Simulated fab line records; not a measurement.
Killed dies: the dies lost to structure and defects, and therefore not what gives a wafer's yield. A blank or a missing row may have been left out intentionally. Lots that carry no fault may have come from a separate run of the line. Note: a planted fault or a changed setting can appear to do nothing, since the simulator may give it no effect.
fab line records    flow nand-harc    part 1 of 2: steps 1 to 4 of 6
record lots=24  wafers=72  last-day=33
route steps=1302 shown A_CONTACT@1064 A_BLC@1118
lots with no fault: from the same line, run without faults
start-h: hours from the record's first day to the start of the lot's first wafer shown    wait-h: hours elapsed since this lot's preceding step    " the same as in the row above    L1.1+2: one row covering several wafers at once    - no value, or no start given    * or withheld: withheld    < > ~ a bound
route shown NAME@n: NAME is a module with steps in the file, n the number in the route of the first one    usual: mean/standard deviation of fault-free wafers    same: alike in all rows    chamber/n: place in a boat    sites: per-site readings    _std_site: how widely they spread, as a standard deviation    _edge_site: the outer-site mean with the inner-site mean subtracted    radius-mm: how far each site lies from the wafer's centre    mask NAME#n: copy n    behind: the last tool/chamber to shape the wafer    hold: cause of the lot's hold/its duration in hours/its outcome    device: the transistor (n, p or np) that didn't switch    end of line: the tests these same wafers got at the end of their route    a step with no rows: only its recipe    killed: count of dies lost to structure and defects at first sort (not the wafer's yield)    map: dies across one wafer; x = killed, . = not, _ = none there
set.NAME: the setting that was run; set.NAME@STEP: the one run at that earlier step    model.NAME: the simulator's own value behind a step, which no gauge read
steps of the route over a sample of lots; a table a step, a row a wafer
services: a tool's chamber out of use, with start hour (start-h, from the record's first day; less than 0 if before it), hours out, and reason
## steps
# step NHARC_A_CONTACT_STRIP_82
# recipe o2-flow-sccm=500  ar-flow-sccm=0  bias-w=0  chemistry=O2
# usual drypump-motor-current-A=5.7/0.48  o2-flow-sccm=500.0/1.5  oes-product-au=0.998/0.0083  rf-vpp-V=57.9/0.98  showerhead-plenum-p-Torr=3.56/0.18  throttle-valve-pct=17.036/0.0094
lot.wafer  tool         chamber  start-h  wait-h  drypump-motor-current-A  o2-flow-sccm  oes-product-au  rf-hours-counter-h  rf-vpp-V  showerhead-plenum-p-Torr  throttle-valve-pct
L074.2     rie-diel-11  0        -        -       5.6                      498.4         0.998           22                  57.5      3.46                      17.033
L074.3     "            1        "        "       5.5                      502.0         1.016           25                  58.6      3.61                      17.038
L074.6     "            2        "        "       6.4                      499.0         1.004           -                   57.7      3.79                      17.027
L075.4     rie-diel-11  0        -        -       5.5                      499.0         0.992           23                  56.5      3.46                      17.024
L075.5     "            0        "        "       5.6                      499.0         1.000           -                   58.2      3.46                      17.018
L075.6     "            1        "        "       5.4                      498.7         1.003           -                   56.6      3.61                      17.052
L077.2     rie-diel-08  2        -        -       6.3                      500.5         1.006           55                  56.8      3.50                      17.035
L077.5     "            1        "        "       5.7                      497.3         1.005           -                   57.4      3.28                      17.045
L077.4     "            2        "        "       6.3                      498.6         0.999           -                   58.6      3.50                      17.041
L076.3     rie-diel-11  2        -        -       6.4                      498.9         0.998           35                  57.5      3.79                      17.058
L076.2     "            1        "        "       5.4                      500.4         1.010           35                  58.6      3.60                      17.035
L076.6     "            3        "        "       5.4                      497.7         0.999           -                   56.1      3.31                      17.039
L078.1     rie-diel-04  1        -        -       5.6                      500.1         0.998           3                   56.8      3.72                      17.022
L078.3     "            2        "        "       5.7                      500.5         0.988           2                   58.1      3.44                      17.039
L078.6     "            2        "        "       5.7                      498.9         0.985           -                   56.6      3.44                      17.031
L079.4     rie-diel-11  2        -        -       6.4                      499.1         0.998           41                  57.8      3.78                      17.058
L079.1     "            3        "        "       5.4                      499.8         1.005           43                  56.4      3.31                      17.050
L079.5     "            3        "        "       5.4                      499.2         1.001           -                   57.7      3.31                      17.024
L080.1     rie-diel-11  1        -        -       5.4                      498.6         1.011           48                  57.1      3.59                      17.030
L080.4     "            3        "        "       5.4                      500.4         1.003           48                  56.7      3.31                      17.048
L080.2     "            0        "        "       5.5                      500.0         1.003           45                  58.4      3.44                      17.037
L081.3     rie-diel-04  0        -        -       4.9                      500.8         0.988           9                   58.7      3.71                      17.022
L081.4     "            1        "        "       5.6                      500.2         0.980           9                   58.6      3.72                      17.023
L081.2     "            2        "        "       5.7                      503.2         0.986           6                   58.0      3.44                      17.038
L082.3     rie-diel-04  0        -        -       4.9                      500.6         0.998           11                  59.0      3.71                      17.048
L082.1     "            3        "        "       6.3                      500.3         1.000           8                   56.1      3.28                      17.019
L082.5     "            0        "        "       4.9                      499.8         0.996           -                   58.6      3.71                      17.043
L083.3     rie-diel-11  1        -        -       5.5                      500.9         1.017           56                  58.3      3.59                      17.032
L083.6     "            2        "        "       6.4                      499.5         0.999           -                   58.8      3.77                      17.026
L083.5     "            3        "        "       5.4                      501.5         0.992           -                   55.6      3.30                      17.048
L085.4     rie-diel-04  1        -        -       5.6                      500.9         0.992           14                  59.1      3.72                      17.045
L085.2     "            0        "        "       4.9                      500.0         0.996           14                  58.5      3.70                      17.019
L085.5     "            1        "        "       5.6                      499.4         1.001           -                   57.4      3.72                      17.048
L084.3     rie-diel-04  0        -        -       4.9                      499.6         0.995           14                  58.1      3.70                      17.045
L084.2     "            1        "        "       5.7                      499.5         0.995           15                  58.7      3.72                      17.039
L084.6     "            2        "        "       5.6                      503.2         0.994           -                   56.3      3.44                      17.042
L086.3     rie-diel-08  1        -        -       5.7                      500.7         0.988           24                  59.0      3.79                      17.041
L086.6     "            0        "        "       4.9                      499.5         1.004           -                   57.2      3.73                      17.029
L086.5     "            1        "        "       5.7                      500.4         0.987           -                   59.0      3.79                      17.045
L087.1     rie-diel-08  3        -        -       5.9                      499.6         1.001           25                  56.9      3.31                      17.023
L087.5     "            0        "        "       4.8                      500.6         0.999           -                   57.5      3.72                      17.023
L087.6     "            1        "        "       5.7                      501.7         0.989           -                   59.2      3.79                      17.044
L089.1     rie-diel-04  3        -        -       6.3                      498.5         0.997           20                  56.6      3.27                      17.041
L089.5     "            1        "        "       5.6                      499.6         0.995           -                   59.2      3.71                      17.038
L089.6     "            2        "        "       5.7                      499.3         0.991           -                   57.0      3.43                      17.044
L088.2     rie-diel-08  0        -        -       4.9                      500.3         0.992           33                  57.7      3.72                      17.028
L088.3     "            1        "        "       5.7                      500.5         0.995           30                  57.9      3.79                      17.041
L088.6     "            3        "        "       5.9                      500.3         0.997           -                   58.8      3.30                      17.046
L090.2     rie-diel-11  3        -        -       5.4                      501.5         1.001           19                  56.2      3.29                      17.045
L090.1     "            1        "        "       5.4                      497.3         1.001           16                  56.7      3.58                      17.054
L090.5     "            2        "        "       6.4                      500.9         1.001           -                   58.9      3.76                      17.033
L091.2     rie-diel-11  0        -        -       5.5                      500.8         1.013           16                  58.0      3.43                      17.039
L091.5     "            0        "        "       5.5                      500.9         1.008           -                   58.3      3.43                      17.043
L091.4     "            1        "        "       5.4                      499.4         0.993           -                   58.3      3.58                      17.026
L092.3     rie-diel-08  1        -        -       5.7                      499.5         0.989           36                  57.6      3.79                      17.046
L092.1     "            2        "        "       6.3                      499.2         1.013           36                  57.8      3.48                      17.039
L092.5     "            1        "        "       5.7                      497.4         1.012           -                   57.4      3.79                      17.038
L094.2     rie-diel-11  3        -        -       5.4                      501.8         1.001           27                  57.9      3.29                      17.030
L094.1     "            1        "        "       5.4                      499.8         1.007           29                  57.5      3.57                      17.043
L094.3     "            2        "        "       6.4                      501.2         1.000           32                  58.8      3.75                      17.042
L093.2     rie-diel-04  3        -        -       6.3                      501.2         1.002           27                  57.4      3.27                      17.025
L093.1     "            0        "        "       4.9                      502.5         0.994           30                  58.4      3.70                      17.058
L093.4     "            1        "        "       5.6                      498.3         0.995           28                  58.3      3.71                      17.032
L095.4     rie-diel-04  1        -        -       5.6                      501.9         0.978           1                   58.3      3.71                      17.048
L095.1     "            2        "        "       5.7                      499.0         0.988           1                   58.9      3.43                      17.026
L095.3     "            3        "        "       6.3                      499.0         0.993           0                   60.2      3.81                      17.028
L096.2     rie-diel-04  2        -        -       5.7                      498.4         0.987           3                   55.9      3.43                      17.042
L096.4     "            3        "        "       6.3                      501.0         0.983           3                   59.0      3.81                      17.027
L096.6     "            2        "        "       5.7                      500.8         0.981           -                   57.9      3.43                      17.047
L097.4     rie-diel-04  1        -        -       5.6                      498.8         0.991           4                   59.4      3.70                      17.042
L097.1     "            3        "        "       6.3                      504.0         0.992           3                   56.3      3.81                      17.036
L097.3     "            0        "        "       4.9                      497.5         0.988           4                   58.2      3.69                      17.043
# step NHARC_A_CONTACT_OVL_MEAS_09
# usual overlay-x-nm=0.1/0.84  overlay-y-nm=0.0/0.83
lot.wafer  tool        chamber  start-h  wait-h  overlay-x-nm  overlay-y-nm
L074.2     overlay-02  -        522.12   -       0.5           0.5
L074.3     "           -        "        "       -0.1          0.5
L074.6     "           -        "        "       0.0           0.1
L075.4     overlay-01  -        527.53   -       0.0           0.3
L075.5     "           -        "        "       0.2           0.3
L075.6     "           -        "        "       0.8           0.4
L077.2     overlay-02  -        541.47   -       -1.4          0.9
L077.4     "           -        "        "       -1.5          1.3
L077.5     "           -        "        "       -1.6          1.4
L076.2     overlay-02  -        544.05   -       0.0           -0.2
L076.3     "           -        "        "       -0.2          -0.4
L076.6     "           -        "        "       -0.1          -0.3
L078.1     overlay-01  -        558.45   -       0.8           -1.0
L078.3     "           -        "        "       0.5           -1.0
L078.6     "           -        "        "       0.3           -0.8
L079.1     overlay-02  -        562.11   -       -0.1          0.6
L079.4     "           -        "        "       0.2           1.3
L079.5     "           -        "        "       0.2           0.7
L080.1     overlay-01  -        586.52   -       -0.2          0.0
L080.2     "           -        "        "       0.6           -0.9
L080.4     "           -        "        "       0.3           -0.6
L081.2     overlay-01  -        586.79   -       -0.5          -0.8
L081.3     "           -        "        "       -0.4          -0.4
L081.4     "           -        "        "       -0.2          -0.8
L082.1     overlay-02  -        598.70   -       -0.3          1.6
L082.3     "           -        "        "       -0.7          0.8
L082.5     "           -        "        "       -0.8          1.3
L083.3     overlay-02  -        605.66   -       -0.1          -1.1
L083.5     "           -        "        "       1.0           -0.9
L083.6     "           -        "        "       0.1           -0.9
L085.2     overlay-02  -        617.36   -       -0.5          -0.8
L085.4     "           -        "        "       0.2           -0.9
L085.5     "           -        "        "       -0.6          -0.9
L084.2     overlay-02  -        619.11   -       2.2           -0.5
L084.3     "           -        "        "       1.5           -0.8
L084.6     "           -        "        "       1.9           -0.4
L086.3     overlay-02  -        632.48   -       1.0           -0.2
L086.5     "           -        "        "       0.0           -0.4
L086.6     "           -        "        "       0.5           -0.5
L087.1     overlay-01  -        653.19   -       1.8           -1.6
L087.5     "           -        "        "       0.8           -0.8
L087.6     "           -        "        "       1.1           -0.8
L089.1     overlay-02  -        660.76   -       0.9           0.8
L089.5     "           -        "        "       1.0           0.4
L089.6     "           -        "        "       0.5           0.6
L088.2     overlay-01  -        662.38   -       -0.5          -0.9
L088.3     "           -        "        "       -0.8          -0.7
L088.6     "           -        "        "       -0.4          -0.9
L090.1     overlay-02  -        668.13   -       -0.6          0.9
L090.2     "           -        "        "       -1.2          0.4
L090.5     "           -        "        "       -0.5          1.0
L091.2     overlay-02  -        671.77   -       -1.3          -0.7
L091.4     "           -        "        "       -1.4          -0.9
L091.5     "           -        "        "       -1.4          -0.3
L092.1     overlay-02  -        687.78   -       -0.4          0.2
L092.3     "           -        "        "       0.2           1.1
L092.5     "           -        "        "       0.2           0.6
L094.1     overlay-01  -        702.69   -       0.3           0.7
L094.2     "           -        "        "       0.1           1.4
L094.3     "           -        "        "       0.1           1.6
L093.1     overlay-02  -        704.06   -       1.5           0.3
L093.2     "           -        "        "       1.2           0.2
L093.4     "           -        "        "       1.1           0.4
L095.1     overlay-02  -        726.45   -       1.5           -0.2
L095.3     "           -        "        "       0.9           -0.1
L095.4     "           -        "        "       0.7           0.1
L096.2     overlay-01  -        734.46   -       -0.7          1.1
L096.4     "           -        "        "       -1.2          1.2
L096.6     "           -        "        "       -1.2          1.5
L097.1     overlay-02  -        736.32   -       -0.8          0.5
L097.3     "           -        "        "       -0.8          0.1
L097.4     "           -        "        "       -0.7          0.1
# step NHARC_A_BLC_OVL_MEAS_11
# usual overlay-x-nm=0.2/0.87  overlay-y-nm=-0.1/0.84
lot.wafer  tool        chamber  start-h  wait-h  overlay-x-nm  overlay-y-nm
L074.2     overlay-01  -        528.68   -       0.6           -0.6
L074.3     "           -        "        "       0.2           -1.0
L074.6     "           -        "        "       0.5           -0.7
L075.4     overlay-01  -        534.10   -       -1.1          0.1
L075.5     "           -        "        "       -0.7          -0.3
L075.6     "           -        "        "       -1.1          -0.4
L077.2     overlay-01  -        547.86   -       1.4           0.4
L077.4     "           -        "        "       1.5           0.1
L077.5     "           -        "        "       1.3           0.2
L076.2     overlay-01  -        550.37   -       1.4           -0.1
L076.3     "           -        "        "       2.1           0.1
L076.6     "           -        "        "       1.6           -0.4
L078.1     overlay-02  -        564.66   -       1.4           -0.6
L078.3     "           -        "        "       1.3           -0.9
L078.6     "           -        "        "       1.8           -0.8
L079.1     overlay-01  -        568.89   -       -0.6          0.1
L079.4     "           -        "        "       -0.5          0.0
L079.5     "           -        "        "       -0.1          -0.2
L080.1     overlay-01  -        592.81   -       0.8           1.3
L080.2     "           -        "        "       1.3           0.9
L080.4     "           -        "        "       1.1           0.4
L081.2     overlay-02  -        593.15   -       -0.4          -0.4
L081.3     "           -        "        "       0.2           -0.3
L081.4     "           -        "        "       -0.2          -0.4
L082.1     overlay-02  -        605.04   -       0.8           -0.7
L082.3     "           -        "        "       0.1           -0.2
L082.5     "           -        "        "       0.8           -0.8
L083.3     overlay-02  -        612.02   -       -0.7          0.1
L083.5     "           -        "        "       -0.5          0.5
L083.6     "           -        "        "       -0.2          0.8
L085.2     overlay-01  -        623.73   -       0.2           1.2
L085.4     "           -        "        "       -0.1          1.5
L085.5     "           -        "        "       -0.1          1.0
L084.2     overlay-02  -        625.41   -       1.2           -0.9
L084.3     "           -        "        "       1.1           -1.5
L084.6     "           -        "        "       0.9           -1.2
L086.3     overlay-01  -        639.34   -       1.6           0.6
L086.5     "           -        "        "       1.9           0.6
L086.6     "           -        "        "       1.9           1.1
L087.1     overlay-01  -        660.74   -       -0.3          -0.8
L087.5     "           -        "        "       -0.3          -1.4
L087.6     "           -        "        "       -0.2          -0.9
L089.1     overlay-01  -        667.20   -       -0.3          -2.0
L089.5     "           -        "        "       -0.6          -1.8
L089.6     "           -        "        "       -0.2          -1.8
L088.2     overlay-02  -        669.16   -       0.5           0.9
L088.3     "           -        "        "       0.3           1.0
L088.6     "           -        "        "       0.5           0.7
L090.1     overlay-02  -        674.61   -       1.1           -0.1
L090.2     "           -        "        "       0.8           0.4
L090.5     "           -        "        "       0.2           0.5
L091.2     overlay-01  -        678.22   -       -1.3          1.5
L091.4     "           -        "        "       -1.3          1.7
L091.5     "           -        "        "       -1.2          1.4
L092.1     overlay-01  -        694.10   -       -0.6          -0.1
L092.3     "           -        "        "       -0.7          0.3
L092.5     "           -        "        "       -0.6          -0.1
L094.1     overlay-02  -        709.01   -       -0.1          0.0
L094.2     "           -        "        "       -0.7          0.3
L094.3     "           -        "        "       0.0           0.1
L093.1     overlay-01  -        710.35   -       -0.2          -0.5
L093.2     "           -        "        "       -0.4          -0.9
L093.4     "           -        "        "       -0.8          -0.7
L095.1     overlay-02  -        733.56   -       0.8           -0.1
L095.3     "           -        "        "       0.8           0.2
L095.4     "           -        "        "       0.3           0.1
L096.2     overlay-02  -        741.23   -       -1.3          -0.1
L096.4     "           -        "        "       -1.5          -0.3
L096.6     "           -        "        "       -1.5          0.3
L097.1     overlay-02  -        742.64   -       1.0           -0.8
L097.3     "           -        "        "       0.6           -0.4
L097.4     "           -        "        "       0.4           -1.2
# step NHARC_A_BLC_DESCUM_15
# recipe time-s=3  o2-flow-sccm=200  ar-flow-sccm=0  bias-power-w=0  chemistry=O2
# usual drypump-motor-current-A=5.9/0.53  o2-flow-sccm=199.9/0.58  oes-product-au=1.000/0.007  rf-vpp-V=57.7/1  showerhead-plenum-p-Torr=1.89/0.094  throttle-valve-pct=11.311/0.01
lot.wafer  tool         chamber  start-h  wait-h  drypump-motor-current-A  o2-flow-sccm  oes-product-au  rf-hours-counter-h  rf-vpp-V  showerhead-plenum-p-Torr  throttle-valve-pct
L074.3     rie-diel-02  2        528.77   0.1     5.3                      200.8         1.003           10                  56.0      1.81                      11.299
L074.2     "            0        "        "       4.9                      199.5         0.997           9                   57.8      1.78                      11.308
L074.6     "            2        "        "       5.3                      200.8         0.996           -                   56.5      1.81                      11.311
L075.4     rie-diel-05  3        534.20   0.1     5.8                      199.8         1.000           7                   58.7      1.82                      11.318
L075.5     "            2        "        "       6.1                      200.1         0.996           -                   55.2      1.80                      11.324
L075.6     "            3        "        "       5.8                      199.8         1.001           -                   58.1      1.82                      11.300
L077.2     rie-diel-02  1        547.96   0.1     6.4                      199.8         0.996           10                  58.3      1.90                      11.323
L077.4     "            2        "        "       5.3                      200.5         1.001           11                  57.7      1.81                      11.305
L077.5     "            0        "        "       4.8                      200.1         1.003           -                   55.2      1.78                      11.320
L076.2     rie-diel-02  2        550.47   0.1     5.2                      199.6         1.004           11                  56.5      1.81                      11.303
L076.3     "            3        "        "       5.8                      200.4         0.993           11                  58.6      1.97                      11.308
L076.6     "            3        "        "       5.8                      200.4         0.993           -                   56.8      1.97                      11.309
L078.1     rie-diel-02  3        564.77   0.1     5.8                      200.3         1.003           12                  57.0      1.97                      11.329
L078.3     "            0        "        "       4.8                      200.3         0.999           11                  57.8      1.78                      11.317
L078.6     "            2        "        "       5.3                      198.2         1.003           -                   58.6      1.81                      11.309
L079.1     rie-diel-05  2        569.00   0.1     6.1                      200.3         1.008           10                  58.9      1.80                      11.295
L079.4     "            0        "        "       6.1                      200.0         1.003           9                   57.3      2.05                      11.326
L079.5     "            1        "        "       6.7                      199.4         0.998           -                   58.9      1.92                      11.309
L080.2     rie-diel-02  3        592.91   0.1     5.9                      200.8         1.000           2                   57.9      1.97                      11.316
L080.4     "            0        "        "       4.9                      200.6         1.012           2                   57.2      1.78                      11.305
L080.1     "            2        "        "       5.3                      199.3         1.006           2                   58.5      1.80                      11.315
L081.2     rie-diel-05  3        593.26   0.1     5.7                      200.6         1.004           0                   56.9      1.82                      11.297
L081.4     "            0        "        "       6.1                      200.0         1.023           0                   58.3      2.05                      11.297
L081.3     "            1        "        "       6.8                      199.7         1.000           0                   59.0      1.92                      11.298
L082.1     rie-diel-05  3        605.14   0.1     5.8                      200.5         1.002           1                   57.2      1.82                      11.293
L082.3     "            0        "        "       6.0                      200.3         0.996           1                   59.0      2.05                      11.307
L082.5     "            0        "        "       6.0                      201.0         1.005           -                   59.5      2.05                      11.318
L083.3     rie-diel-05  0        612.12   0.1     6.1                      200.5         1.000           2                   56.7      2.05                      11.324
L083.6     "            0        "        "       6.1                      200.6         0.990           -                   58.3      2.05                      11.322
L083.5     "            1        "        "       6.7                      199.7         0.994           -                   58.4      1.92                      11.293
L085.4     rie-diel-05  1        623.83   0.1     6.7                      199.9         0.996           2                   58.1      1.92                      11.310
L085.2     "            2        "        "       6.1                      198.5         1.005           2                   56.4      1.80                      11.323
L085.5     "            1        "        "       6.7                      199.7         0.999           -                   58.0      1.92                      11.304
L084.2     rie-diel-05  0        625.52   0.1     6.1                      199.5         1.009           3                   58.2      2.05                      11.304
L084.3     "            2        "        "       6.1                      200.0         1.003           3                   57.4      1.80                      11.310
L084.6     "            0        "        "       6.1                      199.5         1.004           -                   59.0      2.05                      11.315
L086.3     rie-diel-05  0        639.45   0.1     6.0                      200.4         1.003           4                   59.5      2.05                      11.303
L086.6     "            3        "        "       5.7                      198.6         1.000           -                   56.3      1.82                      11.325
L086.5     "            0        "        "       6.0                      200.2         1.004           -                   58.8      2.05                      11.315
L087.1     rie-diel-02  3        660.86   0.1     5.8                      200.2         0.998           8                   58.3      1.97                      11.310
L087.5     "            1        "        "       6.4                      199.9         1.003           -                   58.9      1.90                      11.311
L087.6     "            2        "        "       5.3                      200.0         1.006           -                   57.4      1.80                      11.301
L089.1     rie-diel-05  3        667.33   0.1     5.7                      199.9         1.001           6                   57.3      1.81                      11.331
L089.5     "            0        "        "       6.0                      199.6         0.998           -                   57.7      2.05                      11.291
L089.6     "            1        "        "       6.8                      199.1         0.998           -                   59.3      1.92                      11.323
L088.3     rie-diel-02  0        669.26   0.1     4.9                      201.0         1.003           8                   56.1      1.77                      11.295
L088.2     "            3        "        "       5.8                      200.4         0.996           9                   59.0      1.97                      11.290
L088.6     "            0        "        "       4.9                      200.0         0.994           -                   56.6      1.77                      11.305
L090.2     rie-diel-05  1        674.71   0.1     6.8                      199.1         1.016           6                   57.8      1.92                      11.316
L090.1     "            2        "        "       6.1                      200.4         1.012           6                   58.0      1.80                      11.319
L090.5     "            1        "        "       6.7                      199.1         1.003           -                   56.9      1.92                      11.316
L091.4     rie-diel-12  2        678.32   0.1     6.3                      200.6         1.012           12                  57.7      1.79                      11.300
L091.2     "            3        "        "       6.2                      200.6         0.982           14                  58.1      1.84                      11.308
L091.5     "            2        "        "       6.3                      199.1         1.014           -                   57.6      1.79                      11.305
L092.1     rie-diel-05  3        694.22   0.1     5.8                      199.8         0.993           7                   58.6      1.81                      11.338
L092.3     "            0        "        "       6.1                      200.3         1.002           7                   57.8      2.05                      11.318
L092.5     "            2        "        "       6.1                      200.0         1.004           -                   58.7      1.80                      11.312
L094.2     rie-diel-02  3        709.11   0.1     5.9                      199.9         0.995           11                  56.5      1.97                      11.322
L094.3     "            0        "        "       4.8                      199.0         0.999           12                  57.0      1.77                      11.308
L094.1     "            1        "        "       6.4                      201.1         0.989           13                  57.1      1.90                      11.314
L093.2     rie-diel-02  1        710.45   0.1     6.4                      199.4         1.000           13                  57.2      1.90                      11.296
L093.1     "            3        "        "       5.8                      200.8         0.991           12                  56.8      1.97                      11.300
L093.4     "            0        "        "       4.8                      199.6         1.000           13                  57.1      1.77                      11.318
L095.3     rie-diel-05  3        733.66   0.1     5.7                      200.9         1.001           9                   57.3      1.81                      11.300
L095.1     "            1        "        "       6.7                      200.1         0.998           10                  59.3      1.92                      11.312
L095.4     "            2        "        "       6.1                      199.3         0.999           10                  56.2      1.80                      11.313
L096.4     rie-diel-05  0        741.34   0.1     6.0                      199.6         0.992           10                  59.8      2.05                      11.302
L096.2     "            1        "        "       6.8                      200.3         0.993           10                  56.4      1.92                      11.318
L096.6     "            0        "        "       6.1                      199.4         0.994           -                   58.9      2.05                      11.315
L097.3     rie-diel-05  0        742.74   0.1     6.0                      200.3         0.989           10                  57.9      2.05                      11.307
L097.4     "            1        "        "       6.7                      199.2         0.990           11                  56.6      1.92                      11.326
L097.1     "            3        "        "       5.7                      201.1         0.990           11                  56.8      1.81                      11.314
